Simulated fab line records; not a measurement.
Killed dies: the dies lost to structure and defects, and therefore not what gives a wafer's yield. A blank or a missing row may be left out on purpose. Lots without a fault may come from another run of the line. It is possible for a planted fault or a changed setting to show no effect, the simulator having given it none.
Matching of chambers :: flow nand-harc :: rie-diel-06 running NHARC_A_CHANNEL_HOLE_D1_DESCUM_15: 4 sister chambers
The step chemistry O2, time 3 s. 20 wafers are shown with their chamber, then 10 later ones without.

WAFERS PAIRED WITH THEIR CHAMBERS
wafer: L672.1
chamber: 3
drypump-motor-current-A (A): 5.9
showerhead-plenum-p-Torr (Torr): 1.90
oes-product-au (a.u.): 1.001

wafer: L672.3
chamber: 2
drypump-motor-current-A (A): 5.1
showerhead-plenum-p-Torr (Torr): 2.05
oes-product-au (a.u.): 0.998

wafer: L672.4
chamber: 1
drypump-motor-current-A (A): 5.7
showerhead-plenum-p-Torr (Torr): 1.98
oes-product-au (a.u.): 0.987

wafer: L673.1
chamber: 3
drypump-motor-current-A (A): 6.0
showerhead-plenum-p-Torr (Torr): 1.90
oes-product-au (a.u.): 1.017

wafer: L673.3
chamber: 2
drypump-motor-current-A (A): 5.1
showerhead-plenum-p-Torr (Torr): 2.04
oes-product-au (a.u.): 1.004

wafer: L673.5
chamber: 3
drypump-motor-current-A (A): 5.9
showerhead-plenum-p-Torr (Torr): 1.90
oes-product-au (a.u.): 1.007

wafer: L674.2
chamber: 2
drypump-motor-current-A (A): 5.1
showerhead-plenum-p-Torr (Torr): 2.04
oes-product-au (a.u.): 0.993

wafer: L674.4
chamber: 0
drypump-motor-current-A (A): 5.3
showerhead-plenum-p-Torr (Torr): 1.87
oes-product-au (a.u.): 1.001

wafer: L674.5
chamber: 2
drypump-motor-current-A (A): 5.1
showerhead-plenum-p-Torr (Torr): 2.04
oes-product-au (a.u.): 0.997

wafer: L678.1
chamber: 0
drypump-motor-current-A (A): 5.3
showerhead-plenum-p-Torr (Torr): 1.87
oes-product-au (a.u.): 0.995

wafer: L678.4
chamber: 2
drypump-motor-current-A (A): 5.1
showerhead-plenum-p-Torr (Torr): 2.04
oes-product-au (a.u.): 0.991

wafer: L678.5
chamber: 0
drypump-motor-current-A (A): 5.3
showerhead-plenum-p-Torr (Torr): 1.87
oes-product-au (a.u.): 0.998

wafer: L679.3
chamber: 3
drypump-motor-current-A (A): 6.0
showerhead-plenum-p-Torr (Torr): 1.89
oes-product-au (a.u.): 1.000

wafer: L679.4
chamber: 2
drypump-motor-current-A (A): 5.1
showerhead-plenum-p-Torr (Torr): 2.04
oes-product-au (a.u.): 0.990

wafer: L679.5
chamber: 0
drypump-motor-current-A (A): 5.3
showerhead-plenum-p-Torr (Torr): 1.87
oes-product-au (a.u.): 0.996

wafer: L683.1
chamber: 2
drypump-motor-current-A (A): 5.1
showerhead-plenum-p-Torr (Torr): 2.04
oes-product-au (a.u.): 1.002

wafer: L683.5
chamber: 3
drypump-motor-current-A (A): 5.9
showerhead-plenum-p-Torr (Torr): 1.89
oes-product-au (a.u.): 0.993

wafer: L683.6
chamber: 2
drypump-motor-current-A (A): 5.1
showerhead-plenum-p-Torr (Torr): 2.04
oes-product-au (a.u.): 1.001

wafer: L684.1
chamber: 3
drypump-motor-current-A (A): 5.9
showerhead-plenum-p-Torr (Torr): 1.89
oes-product-au (a.u.): 0.994

wafer: L684.4
chamber: 0
drypump-motor-current-A (A): 5.3
showerhead-plenum-p-Torr (Torr): 1.86
oes-product-au (a.u.): 1.011

SIGNATURES (means of the wafers above)
reading: drypump-motor-current-A
chamber 0: 5.300
chamber 1: 5.700
chamber 2: 5.100
chamber 3: 5.933
scatter within a chamber: 0.0289

reading: showerhead-plenum-p-Torr
chamber 0: 1.8680
chamber 1: 1.9800
chamber 2: 2.0412
chamber 3: 1.8950
scatter within a chamber: 0.00445

reading: oes-product-au
chamber 0: 1.00020
chamber 1: 0.98700
chamber 2: 0.99700
chamber 3: 1.00200
scatter within a chamber: 0.00689
Rule: a wafer's distance from a chamber is the root of the sum, over the readings, of the square of ((its reading less the chamber's mean) divided by the reading's scatter). The wafer belongs to the nearest chamber; if the next one is less than 2 further off, it can't be placed. The scatter is the square root of a quotient: the sum, over the shown wafers, of each reading's squared deviation from its chamber's mean, divided by wafers minus chambers.

WAFERS MISSING THEIR CHAMBER
wafer: L684.5
drypump-motor-current-A (A): 5.1
showerhead-plenum-p-Torr (Torr): 2.04
oes-product-au (a.u.): 1.002

wafer: L691.2
drypump-motor-current-A (A): 5.1
showerhead-plenum-p-Torr (Torr): 2.04
oes-product-au (a.u.): 0.990

wafer: L691.4
drypump-motor-current-A (A): 5.2
showerhead-plenum-p-Torr (Torr): 1.86
oes-product-au (a.u.): 0.996

wafer: L691.6
drypump-motor-current-A (A): 6.0
showerhead-plenum-p-Torr (Torr): 1.89
oes-product-au (a.u.): 0.993

wafer: L693.2
drypump-motor-current-A (A): 5.3
showerhead-plenum-p-Torr (Torr): 1.86
oes-product-au (a.u.): 1.002

wafer: L693.4
drypump-motor-current-A (A): 5.1
showerhead-plenum-p-Torr (Torr): 2.04
oes-product-au (a.u.): 1.004

wafer: L693.6
drypump-motor-current-A (A): 5.9
showerhead-plenum-p-Torr (Torr): 1.89
oes-product-au (a.u.): 0.984

wafer: L694.1
drypump-motor-current-A (A): 5.7
showerhead-plenum-p-Torr (Torr): 1.97
oes-product-au (a.u.): 0.994

wafer: L694.3
drypump-motor-current-A (A): 5.1
showerhead-plenum-p-Torr (Torr): 2.04
oes-product-au (a.u.): 0.996

wafer: L694.6
drypump-motor-current-A (A): 5.9
showerhead-plenum-p-Torr (Torr): 1.89
oes-product-au (a.u.): 0.991

THE CHAMBER EACH PASSED THROUGH
wafer: L684.5
from the rows above: 2
in truth: 2

wafer: L691.2
from the rows above: 2
in truth: 2

wafer: L691.4
from the rows above: 0
in truth: 0

wafer: L691.6
from the rows above: 3
in truth: 3

wafer: L693.2
from the rows above: 0
in truth: 0

wafer: L693.4
from the rows above: 2
in truth: 2

wafer: L693.6
from the rows above: 3
in truth: 3

wafer: L694.1
from the rows above: 1
in truth: 1

wafer: L694.3
from the rows above: 2
in truth: 2

wafer: L694.6
from the rows above: 3
in truth: 3
Placed correctly: 10 of 10. Left unplaced by these rows: 0. Placed wrongly: 0.
